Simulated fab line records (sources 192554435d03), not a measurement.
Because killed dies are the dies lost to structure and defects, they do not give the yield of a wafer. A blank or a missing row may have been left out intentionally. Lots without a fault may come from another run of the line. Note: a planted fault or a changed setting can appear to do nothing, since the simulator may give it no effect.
One fault seen from 3 desks ; flow n5Finfet ; numbers are kept per desk, each desk with only its own; the story behind them comes last

## DESK OF THE TOOL OWNER: pvdSputter-02
The tool's own readings at N5_PASSIVATION_AL_DEP_21 (deposits Al, target thk 2800 nm, time 170 s): means of the sampled wafers that have a number, for each lot that ran on this tool. Marked OUT: a lot whose mean sits more than 4 standard deviations from the usual mean, which makes it out of limits; the brackets give that distance.
Columns: A = throttleValvePct at N5_PASSIVATION_AL_DEP_21, usual 30.2 %
lot;first seen here;A
L140;day 12 17:15;30.0
L147;day 13 22:16;30.1
L146;day 14 03:16;30.2
L148;day 14 14:18;30.1
L151;day 15 01:01;30.1
This desk found nothing out of limits on any of the 5 lots.

## AT THE METROLOGY DESK
What the gauges read, lot by lot, whatever tool the lot ran on: means of the sampled wafers that have a number. Marked OUT: a lot whose mean sits more than 4 standard deviations from the usual mean, which makes it out of limits; the brackets give that distance. Only the readings that lie furthest out on some lot appear, 7 of the 10 it has.
Columns: A = DIBL_N at N5_BEOL_M4_RC_MEAS_101, usual 36.6 mV/V; B = DIBL_P at N5_BEOL_M4_RC_MEAS_101, usual 36.5 mV/V; C = IOFF_N at N5_BEOL_M4_RC_MEAS_101, usual 0.17 nA/um; D = IOFF_P at N5_BEOL_M4_RC_MEAS_101, usual 0.22 nA/um; E = SS_P at N5_BEOL_M4_RC_MEAS_101, usual 73.4 mV/dec; F = VT_N at N5_BEOL_M4_RC_MEAS_101, usual 249 mV; G = VT_P at N5_BEOL_M4_RC_MEAS_101, usual -250 mV
lot;first seen here;A;B;C;D;E;F;G
L140;day 8 20:52;35.4;36.5;0.15;0.19;72.6;251;-254
L142;day 9 02:56;38.8;37.3;0.20;0.23;74.1;248;-251
L146;day 9 16:56;40.6;41.2;0.24;0.27;74.6;246;-249
L147;day 9 17:14;33.4;34.6;0.11;0.17;72.9;255;-253
L148;day 10 02:48;35.5;36.2;0.16;0.22;73.3;249;-248
L151;day 11 02:28;35.9;35.7;0.15;0.18;73.4;250;-252
L160;day 12 20:22;36.2;36.3;0.17;0.20;73.7;249;-254
L161;day 14 02:22;38.1;39.9;0.21;0.28;74.5;246;-249
L162;day 15 04:58;34.3;32.5;0.11;0.14;72.2;256;-255
This desk found nothing out of limits on any of the 9 lots.

## THE DEFECT DESK
Lot by lot, what the route's inspections counted, given as the mean of those sampled wafers with a number. Marked OUT: a lot whose mean sits more than 4 standard deviations from the usual mean, which makes it out of limits; the brackets give that distance.
Columns: A = rawDefectCount at N5_MIM_BOT_LITHO_INSPECT_12, usual 1.9; B = rawDefectCount at N5_PASSIVATION_INSPECT_61, usual 1.9
lot;first seen here;A;B
L140;day 12 10:09;2.3;2.0
L142;day 13 00:54;1.3;1.3
L147;day 13 16:52;1.3;3.7
L146;day 14 00:22;2.7;1.7
L148;day 14 09:58;2.3;2.7
L151;day 14 21:36;2.0;2.7
L160;day 16 17:31;3.3;1.7
L161;day 17 17:31;2.3;2.0
L162;day 19 04:06;4.0;3.5
This desk found nothing out of limits on any of the 9 lots.

## PUT TOGETHER
Nothing out of limits was seen by the tool owner's desk.
At the metrology desk, nothing out of limits was observed.
Nothing out of limits was seen by the defect desk.

## WHAT HAD BEEN PUT IN BY THE SIMULATOR
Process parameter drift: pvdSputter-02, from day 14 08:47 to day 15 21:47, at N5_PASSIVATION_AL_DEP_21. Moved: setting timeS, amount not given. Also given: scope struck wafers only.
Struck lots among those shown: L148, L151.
